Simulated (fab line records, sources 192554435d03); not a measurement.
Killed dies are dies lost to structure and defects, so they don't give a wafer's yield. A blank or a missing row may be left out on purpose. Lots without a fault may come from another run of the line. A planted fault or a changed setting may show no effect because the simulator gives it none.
One fault seen from 3 desks | flow n5_finfet | each desk has only its own numbers; what lay behind them comes last

THE METROLOGY DESK
What the gauges read, lot by lot, whatever tool the lot ran on: means of the sampled wafers that have a number. A lot is out of limits, marked OUT, if its mean lies more than 4 standard deviations from the usual mean; the brackets give that distance. Of its 10 readings 7 are shown: those that lie furthest out on some lot.
Columns: A = DIBL_N at N5_BEOL_M4_RC_MEAS_101, usual 36.1 mV/V; B = DIBL_P at N5_BEOL_M4_RC_MEAS_101, usual 36 mV/V; C = IOFF_N at N5_BEOL_M4_RC_MEAS_101, usual 0.16 nA/um; D = IOFF_P at N5_BEOL_M4_RC_MEAS_101, usual 0.21 nA/um; E = SS_N at N5_BEOL_M4_RC_MEAS_101, usual 71.6 mV/dec; F = SS_P at N5_BEOL_M4_RC_MEAS_101, usual 73.2 mV/dec; G = VT_P at N5_BEOL_M4_RC_MEAS_101, usual -250 mV
lot  | first seen here | A    | B  | C    | D    | E    | F    | G
L455 | day 11 20:04    | 38.0 | 40 | 0.20 | 0.27 | 71.9 | 73.9 | -246
L453 | day 12 07:51    | 33.9 | 36 | 0.12 | 0.21 | 70.5 | 72.8 | -247
L462 | day 13 15:51    | 34.1 | 34 | 0.15 | 0.21 | 71.4 | 72.8 | -249
L459 | day 13 23:03    | 39.0 | 40 | 0.22 | 0.26 | 72.6 | 74.5 | -249
L469 | day 15 19:21    | 35.2 | 37 | 0.15 | 0.19 | 72.2 | 73.3 | -254
L470 | day 15 19:40    | 36.4 | 36 | 0.18 | 0.24 | 71.5 | 72.8 | -247
L472 | day 15 22:50    | 37.8 | 39 | 0.18 | 0.23 | 71.6 | 74.3 | -252
L471 | day 17 04:29    | 35.7 | 37 | 0.16 | 0.22 | 71.9 | 73.5 | -250
L475 | day 17 10:15    | 38.3 | 40 | 0.21 | 0.26 | 72.5 | 73.7 | -248
This desk's finding: nothing out of limits on any of the 9 lots.

THE TOOL OWNER'S DESK: rie_diel-05
The tool's own readings at N5_GATE_CUT_HM_OPEN_40 (chemistry C4F6/O2, target SiO2, target depth 139 nm, time 85.1 s): means of the sampled wafers that have a number, for each lot that ran on this tool. A lot is out of limits, marked OUT, if its mean lies more than 4 standard deviations from the usual mean; the brackets give that distance.
Columns: A = drypump_motor_current_A at N5_GATE_CUT_HM_OPEN_40, usual 5.6 A; B = etch_rf_on_time_s at N5_GATE_CUT_HM_OPEN_40, usual 95.0 s; C = oes_product_au at N5_GATE_CUT_HM_OPEN_40, usual 0.69 a.u.; D = rf_vpp_V at N5_GATE_CUT_HM_OPEN_40, usual 676 V; E = showerhead_plenum_p_Torr at N5_GATE_CUT_HM_OPEN_40, usual 2.85 Torr; F = throttle_valve_pct at N5_GATE_CUT_HM_OPEN_40, usual 20.97 %
lot  | first seen here | A   | B                | C    | D   | E    | F
L455 | day 5 03:58     | 5.4 | 94.8             | 0.69 | 679 | 2.82 | 20.93
L459 | day 6 05:37     | 5.4 | 94.2             | 0.67 | 670 | 2.80 | 20.96
L469 | day 8 18:19     | 5.8 | 119.2 (+11) OUT  | 0.62 | 652 | 2.98 | 21.02
L470 | day 9 00:56     | 5.5 | 105.7 (+4.9) OUT | 0.64 | 669 | 2.79 | 20.98
This desk's finding: out of limits on L469, L470; first on L469, day 8 18:19 (etch_rf_on_time_s at N5_GATE_CUT_HM_OPEN_40). In limits: L455, L459.

THE DEFECT DESK
What the inspections along the route counted, lot by lot: means of the sampled wafers that have a number. A lot is out of limits, marked OUT, if its mean lies more than 4 standard deviations from the usual mean; the brackets give that distance.
Columns: A = raw_defect_count at N5_GATE_CUT_INSPECT_15, usual 134
lot  | first seen here | A
L453 | day 4 15:23     | 162
L455 | day 5 03:46     | 73
L459 | day 6 05:25     | 160
L462 | day 7 00:56     | 107
L469 | day 8 17:38     | 144
L470 | day 9 00:39     | 116
L471 | day 9 04:49     | 196
L472 | day 9 16:41     | 82
L475 | day 10 06:47    | 108
This desk's finding: nothing out of limits on any of the 9 lots.

PUT TOGETHER
The tool owner's desk could have raised an alarm at day 8 18:19, on L469, L470.
The metrology desk saw nothing out of limits.
The defect desk saw nothing out of limits.
The metrology desk has L469, L470 on record, within its limits.
The defect desk has L469, L470 on record, within its limits.
Of the lots named, all ran N5_GATE_CUT_HM_OPEN_40 on rie_diel-05.

WHAT THE SIMULATOR HAD PUT IN
Process parameter drift: rie_diel-05, from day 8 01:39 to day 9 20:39, at N5_GATE_CUT_HM_OPEN_40. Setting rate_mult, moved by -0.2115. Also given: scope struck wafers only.
Lots struck among those shown: L469, L470.
Hours from the fault's start to each desk's first reading out of limits: the tool owner's desk, 17.
